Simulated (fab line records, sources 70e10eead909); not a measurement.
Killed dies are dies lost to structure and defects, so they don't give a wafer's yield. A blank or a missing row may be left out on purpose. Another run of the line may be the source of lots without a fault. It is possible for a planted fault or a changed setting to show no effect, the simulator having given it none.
Which tool is to blame? -- flow nand-harc -- 42 wafers from 14 lots sampled at 5 of the route's 1302 steps

WHAT THE GAUGES SHOWED, per wafer
NHARC_END_SORT_01. Usual: killed-at-array 52, standard deviation 17; killed-at-other 1.2, standard deviation 1.4; killed-at-periphery 4.7, standard deviation 2.9; killed-dies 58, standard deviation 17; killed-open 3.2, standard deviation 1.9; killed-short 2.4, standard deviation 1.4.
lot,measured,on,killed-at-array,killed-at-other,killed-at-periphery,killed-dies,killed-open,killed-short,flag
L783,day 30 19:19,prober-02,548 561 562,3 1 1,6 4 4,557 566 567,3 4 5,2 2 1,OFF
L782,day 30 19:20,prober-01,543 478 500,0 0 0,6 4 1,549 482 501,6 3 2,3 3 1,OFF

WHICH TOOL RAN EACH LOT (tool, then ch and the chambers of the sampled wafers, then the start)
lot,NHARC_A_STAIRCASE_CVD_552,NHARC_A_BONDPAD_PVD_27,NHARC_THIN_TSV_PRE_CLEAN_50,NHARC_THIN_TSV_PVD_19
L766,"lpcvd-01 ch 1, day 17 09:08","pvd-sputter-03, no start","pvd-sputter-01, no start","pvd-sputter-01, no start"
L767,"lpcvd-01 ch 1, day 17 20:07","pvd-sputter-03, no start","pvd-sputter-01, no start","pvd-sputter-01, no start"
L768,"lpcvd-02 ch 0, day 18 05:36","pvd-sputter-02, no start","pvd-sputter-03, no start","pvd-sputter-03, no start"
L769,"lpcvd-01 ch 0, day 19 02:31","pvd-sputter-03, no start","pvd-sputter-01, no start","pvd-sputter-01, no start"
L772,"lpcvd-01 ch 0, day 19 16:58","pvd-sputter-03, no start","pvd-sputter-02, no start","pvd-sputter-02, no start"
L771,"lpcvd-01 ch 0, day 19 21:10","pvd-sputter-03, no start","pvd-sputter-03, no start","pvd-sputter-03, no start"
L773,"lpcvd-02 ch 0, day 20 06:17","pvd-sputter-02, no start","pvd-sputter-01, no start","pvd-sputter-01, no start"
L774,"lpcvd-01 ch 0, day 20 13:31","pvd-sputter-03, no start","pvd-sputter-03, no start","pvd-sputter-03, no start"
L776,"lpcvd-02 ch 1, day 21 11:16","pvd-sputter-01, no start","pvd-sputter-03, no start","pvd-sputter-03, no start"
L783,"lpcvd-01 ch 0, day 24 01:02",-,-,-
L782,"lpcvd-01 ch 0, day 24 04:26",-,-,-
L786,"lpcvd-02 ch 0, day 25 23:18","pvd-sputter-01, no start","pvd-sputter-01, no start","pvd-sputter-01, no start"
L787,"lpcvd-02 ch 0, day 26 07:50","pvd-sputter-03, no start","pvd-sputter-01, no start","pvd-sputter-01, no start"
L789,"lpcvd-02 ch 1, day 26 23:31","pvd-sputter-02, no start","pvd-sputter-02, no start","pvd-sputter-02, no start"
- NHARC_A_STAIRCASE_CVD_552: deposits SiNx, target thk 40 nm.
- NHARC_A_BONDPAD_PVD_27: deposits Cu, target thk 30 nm, time 20.49 s.
- NHARC_THIN_TSV_PRE_CLEAN_50: time 30 s.
- NHARC_THIN_TSV_PVD_19: deposits TaN, target thk 20 nm.

WHAT THE TOOLS THEMSELVES READ (means of the sampled wafers that have a number; where no wafer has one, the mark that the record gives instead)
NHARC_A_BONDPAD_PVD_27. Usual: 29.8 % for throttle-valve-pct, sd 0.97.
lot,tool,throttle-valve-pct (%),flag
L766,pvd-sputter-03,29.3,
L767,pvd-sputter-03,29.4,
L768,pvd-sputter-02,31.1,
L769,pvd-sputter-03,29.1,
L772,pvd-sputter-03,28.2,
L771,pvd-sputter-03,28.9,
L773,pvd-sputter-02,30.4,
L774,pvd-sputter-03,28.8,
L776,pvd-sputter-01,30.4,
L786,pvd-sputter-01,30.5,
L787,pvd-sputter-03,29.4,
L789,pvd-sputter-02,30.8,

NHARC_THIN_TSV_PRE_CLEAN_50. Usual: 407 W for heater-power-w, sd 28.
lot,tool,heater-power-w (W),flag
L766,pvd-sputter-01,397,
L767,pvd-sputter-01,387,
L768,pvd-sputter-03,415,
L769,pvd-sputter-01,383,
L772,pvd-sputter-02,424,
L771,pvd-sputter-03,435,
L773,pvd-sputter-01,404,
L774,pvd-sputter-03,432,
L776,pvd-sputter-03,426,
L786,pvd-sputter-01,393,
L787,pvd-sputter-01,394,
L789,pvd-sputter-02,389,

NHARC_THIN_TSV_PVD_19. Usual: 30.1 % for throttle-valve-pct, sd 0.9.
lot,tool,throttle-valve-pct (%),flag
L766,pvd-sputter-01,30.4,
L767,pvd-sputter-01,30.4,
L768,pvd-sputter-03,28.9,
L769,pvd-sputter-01,29.5,
L772,pvd-sputter-02,31.0,
L771,pvd-sputter-03,29.3,
L773,pvd-sputter-01,30.2,
L774,pvd-sputter-03,29.5,
L776,pvd-sputter-03,29.6,
L786,pvd-sputter-01,30.4,
L787,pvd-sputter-01,30.2,
L789,pvd-sputter-02,31.5,

THE ANSWER, worked out from the rows above alone
Rule: take the mean of a lot's wafers that have a number; if it is more than 3 standard deviations from the usual mean, the lot is off. A lot without any number at a reading at which 4 lots or more have one is off too. All remaining lots with rows at the step are treated as sound. Order of review: gauges by route order, followed by the tools' own readings, for which a lot's mean as printed above is used. The first step at which some lot is off is used, and at that step the reading that is off furthest; a lot without a number counts as furthest.
Off: L783, L782, at NHARC_END_SORT_01 (killed-dies). Neither off nor sound, because the step has no rows for them: L766, L767, L768, L769, L772, L771, L773, L774, L776, L786, L787, L789.
If a tool, at a process step before that reading, ran all the lots that are off and no sound lot after the first of them, it fits. Gauges at NHARC_END_SORT_01: tried the same way as those tools. One fits: lpcvd-01 at NHARC_A_STAIRCASE_CVD_552. It ran no sound lot before its first lot that is off in this sample, so the start can't be narrowed down.

WHAT THE SIMULATOR PUT IN
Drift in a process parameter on lpcvd-01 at NHARC_A_STAIRCASE_CVD_552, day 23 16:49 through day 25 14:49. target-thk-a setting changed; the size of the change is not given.
Struck lots among those shown: L783, L782. The same result came from the rule above.
